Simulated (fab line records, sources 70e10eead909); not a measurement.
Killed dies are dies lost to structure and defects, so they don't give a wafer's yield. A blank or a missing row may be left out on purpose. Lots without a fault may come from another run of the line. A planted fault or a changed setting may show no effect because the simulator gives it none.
Problem report in the 8D (eight disciplines) form, filled by code | flow nand_harc | the parts of the form that need people (team, actions taken, sign-off) are left out

1. THE PROBLEM
sort_bin_3_pct at NHARC_END_SORT_01 reads a mean of 4.36 % on 6 wafers of 2 lots; wafers without a fault read 0.25 % with a standard deviation of 0.23. That is +18 standard deviations from the usual mean.
First seen on wafer L885.1, day 21 12:47, on prober-02. The record holds 13 wafers of 5 lots with a number at this step. Rule for "out", or "out of limits": more than 4 standard deviations from the usual mean. The other wafers with a number count as sound.

2. WHAT IT IS AND WHAT IT IS NOT
question                    | is                                                                                                              | is not
which readings at this step | sort_bin_3_pct, defect_limited_yield, killed_at_array, killed_dies, sort_bin_2_pct, sort_n_pass, sort_yield_pct | killed_at_other, killed_at_periphery, killed_open, killed_short
which lots                  | L884, L885                                                                                                      | L875, L890, L892
which wafers of those lots  | all that have a number                                                                                          | -
read on which gauges        | prober-02                                                                                                       | prober-01
when                        | from day 21 12:47                                                                                               | up to then (3 sound wafers); but 4 sound wafers of L890, L892 came after

3. SUSPECTS, AND WHAT RULES EACH OUT
Counting: a tool at a process step up to the reading stays a suspect if it ran every lot that is out and no sound lot after the first of them.
- the gauge at NHARC_END_SORT_01: kept. All the wafers that are out were read on prober-02, and no step on other tools shows them out.
- wet_bench-08 at NHARC_A_BONDPAD_STRIP_16 (strips in post etch residue remover, time 600 s): kept. It ran every lot that is out, first L885 (day 20 03:32), and no sound lot after that; its last sound lot up to then is L875 (day 18 10:46).
- pecvd-04 at NHARC_THIN_TSV_DEP_43 (deposits SiO2, target thk 1328.5 nm): ruled out as a lasting fault. Sound lots L892 ran on it after its first lot that is out, L885 (day 20 20:46).
Left after counting: wet_bench-08 at NHARC_A_BONDPAD_STRIP_16, prober-02 at NHARC_END_SORT_01.

4. THE CAUSE (what the simulator had put in)
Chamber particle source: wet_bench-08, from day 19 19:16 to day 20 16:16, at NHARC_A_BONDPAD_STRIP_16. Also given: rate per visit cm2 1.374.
Counting left 2 suspects, and this tool is among them.

5. THE CHAIN OF EFFECTS, in route order
Each row: a reading whose mean over the struck wafers that have a number lies more than 3 standard deviations from the usual. Only readings for which the record gives a usual standard deviation are gone through. hours: the time from each lot's start at the first step in this table that gives one to its start at this step, as a median over the lots. sigmas: the change in usual standard deviations.
hours | step              | reading              | usual  | on struck wafers | change | sigmas
0     | NHARC_END_SORT_01 | defect_limited_yield | 95.5 % | 83.3             | -12.2  | -8.2
0     | NHARC_END_SORT_01 | killed_at_array      | 27     | 110              | +84    | +8.3
0     | NHARC_END_SORT_01 | killed_dies          | 31     | 113              | +82    | +8.2
0     | NHARC_END_SORT_01 | sort_bin_2_pct       | 1.4 %  | 6.9              | +5.5   | +8.3
0     | NHARC_END_SORT_01 | sort_bin_3_pct       | 0.25 % | 4.36             | +4.11  | +18
0     | NHARC_END_SORT_01 | sort_n_pass          | 646    | 564              | -82    | -8.2
0     | NHARC_END_SORT_01 | sort_yield_pct       | 95.5 % | 83.3             | -12.2  | -8.2

6. WHAT WOULD HAVE CAUGHT IT SOONER
In this record the first reading out of limits at a measuring or inspecting step was taken at day 21 12:47, 42 hours after the fault began at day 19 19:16.
All the lots that are out (2) had begun NHARC_A_BONDPAD_STRIP_16 on wet_bench-08 by day 21 12:47. A hold on the tool at that time would have spared none of them.
